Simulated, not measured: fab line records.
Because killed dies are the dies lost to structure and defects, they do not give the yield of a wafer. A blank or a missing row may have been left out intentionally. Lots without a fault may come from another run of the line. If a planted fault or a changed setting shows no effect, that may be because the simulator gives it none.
What tool caused it?	flow n5-finfet	24 lots with 72 wafers sampled at 6 steps, on a route of 1938 steps

WHAT EACH GAUGE READ, for each wafer
N5_BEOL_M0_CUTY_CD_MEAS_57: target cd 200 nm. Usual: cd-nm reads 200.5 nm (standard deviation 1).
lot	measured	on	cd-nm (nm)	flag
L074	day 5 22:46	cd-sem-03	200.5 200.4 201.0	
L075	day 6 01:45	cd-sem-02	201.3 202.5 201.2	
L076	day 6 05:33	cd-sem-02	201.3 200.7 201.6	
L077	day 6 13:16	cd-sem-03	201.9 202.2 201.6	
L078	day 6 16:49	cd-sem-02	200.7 200.7 200.9	
L079	day 6 22:05	cd-sem-03	199.0 199.3 200.1	
L080	day 7 03:35	cd-sem-01	200.1 200.2 200.0	
L081	day 7 15:07	cd-sem-01	198.3 198.6 200.1	
L082	day 7 16:04	cd-sem-02	200.4 200.8 199.8	
L083	day 7 23:07	cd-sem-03	202.1 201.5 201.6	
L084	day 8 06:51	cd-sem-02	199.7 201.5 198.4	
L085	day 8 23:44	cd-sem-02	201.0 200.4 199.7	
L086	day 9 00:22	cd-sem-02	200.3 200.8 201.6	
L087	day 9 09:32	cd-sem-03	200.6 200.2 200.6	
L088	day 9 13:39	cd-sem-02	200.5 201.3 202.2	
L089	day 9 17:34	cd-sem-02	198.5 200.7 199.4	
L090	day 9 22:55	cd-sem-01	199.5 198.6 200.1	
L091	day 10 01:52	cd-sem-03	198.8 200.7 200.4	
L092	day 10 07:29	cd-sem-03	202.1 201.9 201.7	
L093	day 10 20:52	cd-sem-03	200.5 200.8 201.1	
L094	day 10 22:56	cd-sem-01	200.5 201.2 200.0	
L095	day 11 04:45	cd-sem-01	199.7 199.2 200.4	
L096	day 11 13:47	cd-sem-02	200.3 201.1 199.8	
L097	day 11 14:43	cd-sem-02	201.1 200.5 200.7	

N5_BEOL_M0_RS_MEAS_126: measurement is done with a four-point probe. Usual: M0_RS 0.537 ohm/sq, standard deviation 0.019.
lot	measured	on	M0_RS (ohm/sq)	flag
L074	day 6 03:23	film-metro-02	0.510 0.520 0.533	
L075	day 6 08:13	film-metro-01	0.557 0.560 0.543	
L076	day 6 09:44	film-metro-01	0.523 0.516 0.514	
L077	day 6 18:46	film-metro-02	0.577 0.533 0.542	
L078	day 7 00:56	film-metro-02	0.528 0.535 0.528	
L079	day 7 04:11	film-metro-02	0.535 0.526 0.541	
L080	day 7 07:36	film-metro-02	0.572 0.544 0.554	
L081	day 7 21:03	film-metro-02	0.527 0.531 0.506	
L082	day 7 21:13	film-metro-02	0.540 0.540 0.557	
L083	day 8 05:02	film-metro-01	0.555 0.540 0.553	
L084	day 8 13:57	film-metro-02	0.564 0.548 0.542	
L085	day 9 07:11	film-metro-02	0.553 0.518 0.540	
L086	day 9 06:52	film-metro-02	0.537 0.541 0.531	
L087	day 9 14:28	film-metro-01	0.528 0.532 0.551	
L088	day 9 18:24	film-metro-02	0.537 0.514 0.521	
L089	day 10 00:23	film-metro-01	0.570 0.555 0.539	
L090	day 10 04:55	film-metro-01	0.558 0.570 0.579	
L091	day 10 06:02	film-metro-01	0.507 0.529 0.528	
L092	day 10 11:05	film-metro-01	0.524 0.541 0.534	
L093	day 11 02:48	film-metro-01	0.550 0.530 0.513	
L094	day 11 06:25	film-metro-02	0.519 0.520 0.506	
L095	day 11 08:05	film-metro-02	0.550 0.574 0.542	
L096	day 11 19:42	film-metro-02	0.541 0.500 0.521	
L097	day 11 22:35	film-metro-02	0.537 0.557 0.511	

WHICH TOOL RAN EACH LOT (tool, then ch and the chambers of the sampled wafers, then the start)
lot	N5_BEOL_M0_ETCH_138	N5_BEOL_M0_TRENCH_ETCH_107	N5_BEOL_M0_STRIP_142	N5_BEOL_M0_PRE_CLEAN_131
L074	rie-diel-05 ch 0,1, day 5 23:16	rie-diel-05 ch 1,2,3, day 6 00:14	rie-diel-05 ch 1,2,3, day 6 00:16	cvd-co-02 ch 0,1,2, day 6 03:08
L075	rie-diel-05 ch 2,3, day 6 02:02	rie-diel-05 ch 0,1,2, day 6 04:25	rie-diel-05 ch 0,1,2, day 6 04:26	cvd-co-02 ch 0,1,2, day 6 07:59
L076	rie-diel-06 ch 0,1,2, day 6 05:50	rie-diel-05 ch 1,2,3, day 6 06:27	rie-diel-05 ch 1,2,3, day 6 06:28	cvd-co-02 ch 1,2, day 6 09:14
L077	rie-diel-05 ch 0,3, day 6 13:34	rie-diel-05 ch 0,1,2, day 6 15:10	rie-diel-05 ch 0,1,2, day 6 15:11	cvd-co-02 ch 1,2, day 6 18:32
L078	rie-diel-05 ch 0,1,2, day 6 17:16	rie-diel-06 ch 0,2,3, day 6 20:34	rie-diel-06 ch 0,2,3, day 6 20:35	cvd-co-02 ch 0,1,2, day 7 00:32
L079	rie-diel-06 ch 0,2,3, day 6 22:39	rie-diel-05 ch 0,1,2, day 7 00:01	rie-diel-05 ch 0,1,2, day 7 00:02	cvd-co-01 ch 0,2, day 7 03:58
L080	rie-diel-04 ch 1,2,3, day 7 03:53	rie-diel-05 ch 1,2, day 7 04:31	rie-diel-05 ch 1,2, day 7 04:32	cvd-co-02 ch 1,2, day 7 07:22
L081	rie-diel-04 ch 0,1,3, day 7 15:25	rie-diel-05 ch 0,1,2, day 7 17:31	rie-diel-05 ch 0,1,2, day 7 17:32	cvd-co-02 ch 1,2, day 7 20:50
L082	rie-diel-04 ch 0,1,3, day 7 16:22	rie-diel-06 ch 0,2, day 7 17:46	rie-diel-06 ch 0,2, day 7 17:47	cvd-co-01 ch 0,1, day 7 21:00
L083	rie-diel-06 ch 0,1, day 7 23:25	rie-diel-06 ch 0,1,2, day 8 00:19	rie-diel-06 ch 0,1,2, day 8 00:20	cvd-co-02 ch 1,2, day 8 04:49
L084	rie-diel-04 ch 0,1,2, day 8 07:23	rie-diel-05 ch 1,2,3, day 8 10:11	rie-diel-05 ch 1,2,3, day 8 10:13	cvd-co-01 ch 0,1,2, day 8 13:44
L085	rie-diel-05 ch 2,3, day 9 00:02	rie-diel-04 ch 0,1,2, day 9 03:39	rie-diel-04 ch 0,1,2, day 9 03:40	cvd-co-01 ch 0,1, day 9 06:55
L086	rie-diel-04 ch 0,1,2, day 9 00:50	rie-diel-05 ch 0,2,3, day 9 03:28	rie-diel-05 ch 0,2,3, day 9 03:29	cvd-co-02 ch 0,1,2, day 9 06:38
L087	rie-diel-05 ch 1,3, day 9 09:50	rie-diel-04 ch 0,1,3, day 9 11:06	rie-diel-04 ch 0,1,3, day 9 11:07	cvd-co-01 ch 0,1, day 9 14:11
L088	rie-diel-05 ch 0,3, day 9 13:56	rie-diel-05 ch 2,3, day 9 15:16	rie-diel-05 ch 2,3, day 9 15:17	cvd-co-02 ch 0,2, day 9 18:11
L089	rie-diel-06 ch 0,2, day 9 17:51	rie-diel-04 ch 0,2,3, day 9 21:28	rie-diel-04 ch 0,2,3, day 9 21:29	cvd-co-02 ch 1,2, day 10 00:08
L090	rie-diel-06 ch 0,2, day 9 23:13	rie-diel-04 ch 0,2, day 10 01:19	rie-diel-04 ch 0,2, day 10 01:20	cvd-co-02 ch 0,2, day 10 04:35
L091	rie-diel-04 ch 0,1,2, day 10 02:22	rie-diel-04 ch 2,3, day 10 03:20	rie-diel-04 ch 2,3, day 10 03:22	cvd-co-01 ch 0,1, day 10 05:49
L092	rie-diel-04 ch 0,1,2, day 10 07:47	rie-diel-05 ch 0,1,3, day 10 08:28	rie-diel-05 ch 0,1,3, day 10 08:29	cvd-co-02 ch 0,1,2, day 10 10:52
L093	rie-diel-06 ch 0,3, day 10 21:10	rie-diel-05 ch 0,1, day 10 21:58	rie-diel-05 ch 0,1, day 10 21:59	cvd-co-02 ch 0,1,2, day 11 02:35
L094	rie-diel-04 ch 0,2, day 10 23:14	rie-diel-06 ch 1,2, day 11 01:56	rie-diel-06 ch 1,2, day 11 01:57	cvd-co-02 ch 0,1, day 11 06:12
L095	rie-diel-05 ch 0,1,2, day 11 05:02	rie-diel-06 ch 0,2,3, day 11 05:30	rie-diel-06 ch 0,2,3, day 11 05:31	cvd-co-02 ch 0,1,2, day 11 07:52
L096	rie-diel-05 ch 0,1,2, day 11 14:04	rie-diel-04 ch 2,3, day 11 14:44	rie-diel-04 ch 2,3, day 11 14:46	cvd-co-01 ch 0,1,2, day 11 19:29
L097	rie-diel-05 ch 2,3, day 11 15:01	rie-diel-06 ch 0,1,2, day 11 19:37	rie-diel-06 ch 0,1,2, day 11 19:39	cvd-co-02 ch 0,1, day 11 22:22
- N5_BEOL_M0_ETCH_138: etches SiCN in CH3F/O2, target depth 12 nm, time 31.6 s.
- N5_BEOL_M0_TRENCH_ETCH_107: etches SiOC in C4F6/O2, target depth 32.8 nm, time 16.4 s.
- N5_BEOL_M0_STRIP_142: strips in N2/H2, time 10 s.
- N5_BEOL_M0_PRE_CLEAN_131: time 15 s.

WHAT THE TOOLS THEMSELVES READ (means of the sampled wafers that have a number; where no wafer has one, the mark that the record gives instead)
N5_BEOL_M0_ETCH_138. Usual: drypump-motor-current-A 5.6 A, standard deviation 0.51; etch-rf-on-time-s 29.2 s, standard deviation 0.96; oes-product-au 0.67 a.u., standard deviation 0.069; rf-vpp-V 297.3 V, standard deviation 1.8; showerhead-plenum-p-Torr 2.00 Torr, standard deviation 0.081; throttle-valve-pct 16.37 %, standard deviation 0.22.
lot	tool	drypump-motor-current-A (A)	etch-rf-on-time-s (s)	oes-product-au (a.u.)	rf-vpp-V (V)	showerhead-plenum-p-Torr (Torr)	throttle-valve-pct (%)	flag
L074	rie-diel-05	5.6	28.4	0.71	298.3	2.07	16.44	
L075	rie-diel-05	6.1	30.0	0.65	297.4	1.97	16.22	
L076	rie-diel-06	5.2	28.6	0.65	296.2	1.98	16.49	
L077	rie-diel-05	6.2	28.6	0.62	296.1	1.96	16.46	
L078	rie-diel-05	5.5	29.9	0.73	298.3	2.06	16.23	
L079	rie-diel-06	5.0	29.6	0.61	295.8	1.94	16.51	
L080	rie-diel-04	5.7	28.9	0.68	296.3	1.96	16.37	
L081	rie-diel-04	5.5	29.9	0.62	297.0	2.00	16.34	
L082	rie-diel-04	5.5	29.5	0.63	297.6	1.99	16.35	
L083	rie-diel-06	5.3	30.0	0.63	297.0	1.98	16.57	
L084	rie-diel-04	6.0	29.2	0.65	296.3	1.97	16.35	
L085	rie-diel-05	5.7	29.7	0.68	298.1	2.03	16.13	
L086	rie-diel-04	6.0	29.2	0.65	296.9	1.97	16.36	
L087	rie-diel-05	5.5	29.6	0.68	295.9	1.94	16.26	
L088	rie-diel-05	6.1	29.6	0.62	298.5	2.04	16.57	
L089	rie-diel-06	5.1	28.1	0.63	296.0	1.96	16.48	
L090	rie-diel-06	5.1	28.2	0.63	296.9	1.96	16.50	
L091	rie-diel-04	5.9	30.2	0.64	296.4	1.97	16.39	
L092	rie-diel-04	6.0	29.9	0.64	296.2	1.97	16.38	
L093	rie-diel-06	4.9	28.7	0.74	298.8	2.07	16.32	
L094	rie-diel-04	6.1	29.2	0.66	297.4	1.99	16.54	
L095	rie-diel-05	5.4	29.4	0.69	298.5	2.05	16.31	
L096	rie-diel-05	5.4	28.5	0.68	298.0	2.05	16.31	
L097	rie-diel-05	6.0	30.0	0.78	299.6	2.12	16.00	

N5_BEOL_M0_TRENCH_ETCH_107. Usual: drypump-motor-current-A 5.5 A, standard deviation 0.49; oes-product-au 0.78 a.u., standard deviation 0.081; rf-vpp-V 658 V, standard deviation 10; showerhead-plenum-p-Torr 2.85 Torr, standard deviation 0.11; throttle-valve-pct 20.93 %, standard deviation 0.26.
lot	tool	drypump-motor-current-A (A)	oes-product-au (a.u.)	rf-vpp-V (V)	showerhead-plenum-p-Torr (Torr)	throttle-valve-pct (%)	flag
L074	rie-diel-05	5.6	0.84	654	2.83	20.71	
L075	rie-diel-05	5.5	0.88	660	2.94	20.82	
L076	rie-diel-05	5.6	0.84	654	2.83	20.71	
L077	rie-diel-05	5.5	0.87	661	2.93	20.82	
L078	rie-diel-06	5.0	0.74	646	2.77	21.05	
L079	rie-diel-05	5.4	0.86	661	2.93	20.83	
L080	rie-diel-05	5.3	0.88	660	2.92	20.58	
L081	rie-diel-05	5.5	0.85	661	2.93	20.84	
L082	rie-diel-06	5.0	0.75	644	2.78	20.97	
L083	rie-diel-06	5.2	0.74	656	2.81	21.07	
L084	rie-diel-05	5.6	0.81	654	2.83	20.73	
L085	rie-diel-04	6.0	0.76	660	2.81	20.89	
L086	rie-diel-05	5.9	0.76	658	2.89	20.89	
L087	rie-diel-04	5.5	0.72	664	2.84	20.88	
L088	rie-diel-05	5.7	0.79	656	2.88	20.64	
L089	rie-diel-04	5.7	0.75	660	2.86	21.08	
L090	rie-diel-04	5.9	0.73	659	2.88	21.02	
L091	rie-diel-04	5.5	0.78	660	2.84	21.14	
L092	rie-diel-05	5.8	0.76	654	2.82	21.01	
L093	rie-diel-05	5.4	0.82	657	2.86	20.98	
L094	rie-diel-06	5.4	0.72	658	2.82	21.11	
L095	rie-diel-06	5.0	0.79	649	2.87	21.00	
L096	rie-diel-04	5.9	0.80	656	2.81	21.18	
L097	rie-diel-06	5.2	0.72	655	2.80	21.11	

N5_BEOL_M0_STRIP_142. Usual: drypump-motor-current-A 5.5 A, standard deviation 0.49; oes-product-au 0.79 a.u., standard deviation 0.081; rf-vpp-V 59.0 V, standard deviation 0.89; showerhead-plenum-p-Torr 2.53 Torr, standard deviation 0.11; throttle-valve-pct 23.71 %, standard deviation 0.23.
lot	tool	drypump-motor-current-A (A)	oes-product-au (a.u.)	rf-vpp-V (V)	showerhead-plenum-p-Torr (Torr)	throttle-valve-pct (%)	flag
L074	rie-diel-05	5.6	0.85	58.4	2.53	23.55	
L075	rie-diel-05	5.5	0.88	59.2	2.62	23.60	
L076	rie-diel-05	5.6	0.84	59.3	2.53	23.57	
L077	rie-diel-05	5.5	0.87	59.8	2.62	23.61	
L078	rie-diel-06	5.0	0.73	58.1	2.45	23.75	
L079	rie-diel-05	5.5	0.86	59.5	2.61	23.62	
L080	rie-diel-05	5.3	0.89	59.1	2.63	23.54	
L081	rie-diel-05	5.5	0.86	59.1	2.61	23.61	
L082	rie-diel-06	5.0	0.76	59.2	2.46	23.45	
L083	rie-diel-06	5.2	0.75	58.9	2.49	23.77	
L084	rie-diel-05	5.6	0.81	59.8	2.52	23.59	
L085	rie-diel-04	6.0	0.76	59.0	2.51	23.78	
L086	rie-diel-05	5.9	0.77	60.0	2.58	23.68	
L087	rie-diel-04	5.6	0.73	59.0	2.53	23.78	
L088	rie-diel-05	5.7	0.81	58.7	2.59	23.63	
L089	rie-diel-04	5.7	0.76	58.7	2.54	23.83	
L090	rie-diel-04	5.9	0.73	58.4	2.57	23.92	
L091	rie-diel-04	5.4	0.78	58.8	2.51	23.74	
L092	rie-diel-05	5.8	0.77	59.7	2.50	23.68	
L093	rie-diel-05	5.4	0.82	58.9	2.53	23.62	
L094	rie-diel-06	5.4	0.72	59.1	2.52	24.01	
L095	rie-diel-06	5.0	0.79	59.0	2.55	23.72	
L096	rie-diel-04	5.9	0.80	58.4	2.48	23.78	
L097	rie-diel-06	5.2	0.72	58.3	2.48	23.83	

N5_BEOL_M0_PRE_CLEAN_131. Usual: heater-power-w reads 78 W (standard deviation 13).
lot	tool	heater-power-w (W)	flag
L074	cvd-co-02	79	
L075	cvd-co-02	77	
L076	cvd-co-02	81	
L077	cvd-co-02	81	
L078	cvd-co-02	78	
L079	cvd-co-01	81	
L080	cvd-co-02	82	
L081	cvd-co-02	82	
L082	cvd-co-01	65	
L083	cvd-co-02	83	
L084	cvd-co-01	83	
L085	cvd-co-01	65	
L086	cvd-co-02	79	
L087	cvd-co-01	65	
L088	cvd-co-02	78	
L089	cvd-co-02	81	
L090	cvd-co-02	77	
L091	cvd-co-01	66	
L092	cvd-co-02	80	
L093	cvd-co-02	79	
L094	cvd-co-02	76	
L095	cvd-co-02	79	
L096	cvd-co-01	84	
L097	cvd-co-02	77	

THE ANSWER, worked out from the rows above alone
Rule: a lot counts as off when the mean over its wafers that have a number is more than 3 standard deviations away from the usual mean. A lot without any number at a reading at which 4 lots or more have one is off too. All remaining lots with rows at the step are treated as sound. First the gauges in route order, then the tools' own readings, where a lot's mean is used as printed above. The first step at which some lot is off is used, and at that step the reading that is off furthest; a lot without a number counts as furthest.
None of the lots is off at any reading shown; this tells nothing.

WHAT THE SIMULATOR HAD PUT IN
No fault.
